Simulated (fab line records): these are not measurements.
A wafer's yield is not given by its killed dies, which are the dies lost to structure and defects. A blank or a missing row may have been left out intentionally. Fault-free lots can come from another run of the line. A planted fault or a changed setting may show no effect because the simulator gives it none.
A struck lot beside a sound one / flow n5 finfet / 14 steps out of a route of 1938
Sound: wafers L232.1, L232.2, L232.3. Struck: wafer L234.4 (left out: L234.1, L234.6 of the same lot, which were not struck); the cause appears at the end.
For every step that has rows: the tool of each side, followed by ch and its chambers, followed by its first start. Under that, the readings that differ: sound wafers / struck wafers / difference of the means / sigmas: that difference in standard deviations of wafers without a fault.
alike: a reading whose means differ by less than 2 such deviations, as well as words and numbers matching on both sides. not compared: withheld readings; readings where some wafer has no value; bounds like >300 that might hide an equal value; numbers whose values overlap and for which the record gives no deviation.
Wherever a step has rows on one side only, a row that says differs or no value, or a row with sigmas, the two part there. Numbers that have no deviation but don't overlap get no sigmas and don't part them. A reading that every wafer of one side lacks parts them only if that side has two wafers or more.

first, 4 steps without rows for these wafers: N5_BEOL_M14_PRECLEAN_39 (cleans in residue remover, time 60 s); N5_BEOL_M14_SRD_40 (time 30 s, dry time 30 s); N5_BEOL_M14_DEGAS_41 (time 60 s); N5_BEOL_M14_PRE_CLEAN_42 (time 30 s).
N5_BEOL_M14_SPUTTER_43: material TaN, target thk 15 nm, time 24.19 s.
  sound: pvd sputter-02 at day 11 13:14; struck: pvd sputter-03 at day 12 06:07
  alike: throttle valve pct
N5_BEOL_M14_SPUTTER_44: material Ta, target thk 15 nm, time 24.19 s.
  sound: pvd sputter-02 at day 11 13:19; struck: pvd sputter-03 at day 12 06:12
  alike: throttle valve pct
N5_BEOL_M14_SPUTTER_45: material Cu, target thk 100 nm, time 16.67 s.
  sound: pvd sputter-02 at day 11 13:23; struck: pvd sputter-03 at day 12 06:17
  alike: throttle valve pct
then, 1 step without rows for these wafers: N5_BEOL_M14_ECD_47 (material Cu, target thk 1248 nm).
N5_BEOL_M14_ANNEAL_48: time 90 s.
  sound on rtp anneal-01 ch 0, day 11 13:46; struck on rtp anneal-02 ch 0, day 12 06:42
  alike: wafer_temp_C_max
N5_BEOL_M14_CMP_49: polishes, stops on SiO2, t overpolish 5.2 s, target thk 560 nm.
  sound on cmp-02 ch 0,2,3, day 11 14:04; struck on cmp-02 ch 3, day 12 07:04
reading=barrier field endpoint s (s); sound=11.50 11.92 11.69; struck=11.05; difference=-0.65; sigmas=-2
reading=pad life wafers; sound=2052 2054 2055; struck=33; difference=-2021; sigmas=-4
reading=time to endpoint s (s); sound=127 129 123; struck=116; difference=-10; sigmas=-2
  alike: motor current A, overpolish run s, retaining ring pressure frac
N5_BEOL_M14_THK_MEAS_50: measures by xrf.
  sound: film metro-01 at day 11 14:21; struck: film metro-01 at day 12 07:17
  alike: M14_THK
then, 1 step without rows for these wafers: N5_BEOL_M14_PRE_CLEAN_52 (time 15 s).
N5_BEOL_M14_DEP_53: deposits SiCN from 3MS/NH3, target thk 50 nm, time 17.8 s.
  sound on pecvd-03 ch 0,1,2, day 11 14:25; struck on pecvd-03 ch 2, day 12 07:22
reading=model.SiCN_of_BEOL_M14_DEP_53.thk nm (nm); sound=49.6 50.6 50; struck=38.8; difference=-11.3; sigmas=
  alike: showerhead plenum p Torr, throttle valve pct
  not compared: since wet clean h
N5_BEOL_M14_RS_MEAS_54: measurement is done with a four-point probe.
  sound: film metro-01 at day 11 14:29; struck: film metro-02 at day 12 07:25
  alike: M14_RS

== WHERE THEY PART ==
N5_BEOL_M14_CMP_49 only, going by this record. Later steps at which nothing parts them and some readings are alike: N5_BEOL_M14_THK_MEAS_50, N5_BEOL_M14_DEP_53, N5_BEOL_M14_RS_MEAS_54.

WHY: what the simulator had put in
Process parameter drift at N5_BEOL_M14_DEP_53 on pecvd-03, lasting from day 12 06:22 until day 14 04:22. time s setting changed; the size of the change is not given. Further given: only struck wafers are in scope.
